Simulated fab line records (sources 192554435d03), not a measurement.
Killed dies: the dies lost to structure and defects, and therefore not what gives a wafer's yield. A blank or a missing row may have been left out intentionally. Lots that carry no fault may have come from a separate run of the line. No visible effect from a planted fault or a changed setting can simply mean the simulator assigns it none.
Comparing a struck lot with a sound one -- flow n5Finfet -- 14 steps out of a route of 1938
Sound: the wafers L917.1, L917.2, L917.5. The struck wafers were L929.1, L929.2, L929.3. Last of all comes the cause.
Each step with rows lists, per side, the tool, then ch with its chambers, then its first start. Under that, the readings that differ: sound wafers -- struck wafers -- difference of the means -- sigmas: that difference in standard deviations of wafers without a fault.
alike: readings whose means differ by less than 2 such deviations, and words and numbers that are the same on both sides. not compared: withheld readings, readings that some wafer has no value for, bounds like >300 that may hide the same value, and numbers for which the record gives no deviation and whose values overlap.
A row with sigmas, a row that says differs or no value, or rows on one side alone: a step with any of these is where the two part. When numbers do not overlap yet have no deviation, they are printed without sigmas and do not part them. A reading missing from all wafers of one side parts the sides only when that side holds two or more wafers.

N5_GATE_CUT_OVL_MEAS_14:
  sound on overlay-02 ch 0, day 5 06:37; struck on overlay-02 ch 0, day 8 08:12
reading,sound,struck,difference,sigmas
GATE_CUT_OVL (nm),-1.4 -0.5 -0.9,-0.1 1.7 1.0,+1.8,+3
N5_GATE_CUT_INSPECT_15: inspects for defects (brightfield).
  struck on defectInspect-02, day 8 08:15; sound on defectInspect-01, day 5 06:40
  alike: rawDefectCount
N5_GATE_CUT_DESCUM_18: chemistry O2, time 7 s.
  sound on rieDiel-03 ch 0,1,2, day 5 06:43; struck on rieDiel-04 ch 0,1,2, day 8 08:38
  alike: biasPowerW, drypumpMotorCurrentA, oesProductAu, rfVppV, showerheadPlenumPTorr, throttleValvePct
  not compared: rfHoursCounterH
then, 5 steps without rows for these wafers: N5_GATE_CUT_ETCH_28 (etches underlayer in N2/H2, target depth 13 nm, time 10.4 s); N5_GATE_CUT_ETCH_36 (etches SiARC in CF4, target depth 13 nm, time 21.7 s); N5_GATE_CUT_ETCH_37 (etches SOC in N2/H2, target depth 60 nm, overetch 12 nm, time 90 s); N5_GATE_CUT_STRIP_38 (strips in N2/H2); N5_GATE_CUT_STRIP_39 (strips in N2/H2).
N5_GATE_CUT_HM_OPEN_40: chemistry C4F6/O2, target SiO2, target depth 139 nm, time 85.1 s.
  sound on rieDiel-03 ch 0,1,2, day 5 06:52; struck on rieDiel-04 ch 0,1,2, day 8 08:48
  alike: C4F6_flow_sccm, biasW, drypumpMotorCurrentA, etchRfOnTimeS, oesProductAu, rfVppV, showerheadPlenumPTorr, throttleValvePct
  not compared: rfHoursCounterH
then, 1 step without rows for these wafers: N5_GATE_CUT_STRIP_41 (strips in CF4).
N5_GATE_CUT_STRIP_42: strips in O2.
  sound on rieDiel-03 ch 0,1,2, day 5 06:57; struck on rieDiel-04 ch 0,1,2, day 8 08:53
  alike: drypumpMotorCurrentA, oesProductAu, rfVppV, showerheadPlenumPTorr, throttleValvePct
  not compared: rfHoursCounterH
N5_GATE_CUT_ETCH_19: etches SiNx in CH3F/O2, target depth 53.7 nm, time 76.7 s.
  sound on rieDiel-03 ch 0,1,2, day 5 06:59; struck on rieDiel-04 ch 0,1,2, day 8 08:55
  alike: biasW, drypumpMotorCurrentA, etchRfOnTimeS, oesProductAu, rfFwdPowerW, rfVppV, showerheadPlenumPTorr, throttleValvePct
  not compared: rfHoursCounterH
N5_GATE_CUT_CUT_ETCH_53: etches W in SF6/Cl2, target depth 79.2 nm.
  sound on rieMetal-03 ch 0,1, day 5 07:06; struck on rieMetal-03 ch 0,1, day 8 09:02
reading,sound,struck,difference,sigmas
etchRfOnTimeS (s),26.5 26.8 26.6,22.6 22.4 22.3,-4.2,-6
rfFwdPowerW (W),874.9 874.3 875.6,1093.2 1089.7 1091.9,+216.7,+77
  alike: biasW, drypumpMotorCurrentA, heBacksideLeakSccm, oesProductAu, throttleValvePct
  not compared: rfHoursCounterH
N5_GATE_CUT_CUT_ETCH_54: etches TiN in Cl2/BCl3, target depth 96.7 nm.
  sound on rieMetal-03 ch 0,1, day 5 07:10; struck on rieMetal-03 ch 0,1, day 8 09:05
  alike: biasW, drypumpMotorCurrentA, etchRfOnTimeS, heBacksideLeakSccm, oesProductAu, rfFwdPowerW, throttleValvePct
  not compared: rfHoursCounterH

## WHERE THEY PART
First at N5_GATE_CUT_OVL_MEAS_14; last, within this record, at N5_GATE_CUT_CUT_ETCH_53. Later steps at which nothing parts them and some readings are alike: N5_GATE_CUT_CUT_ETCH_54.

WHY: what had been put in by the simulator
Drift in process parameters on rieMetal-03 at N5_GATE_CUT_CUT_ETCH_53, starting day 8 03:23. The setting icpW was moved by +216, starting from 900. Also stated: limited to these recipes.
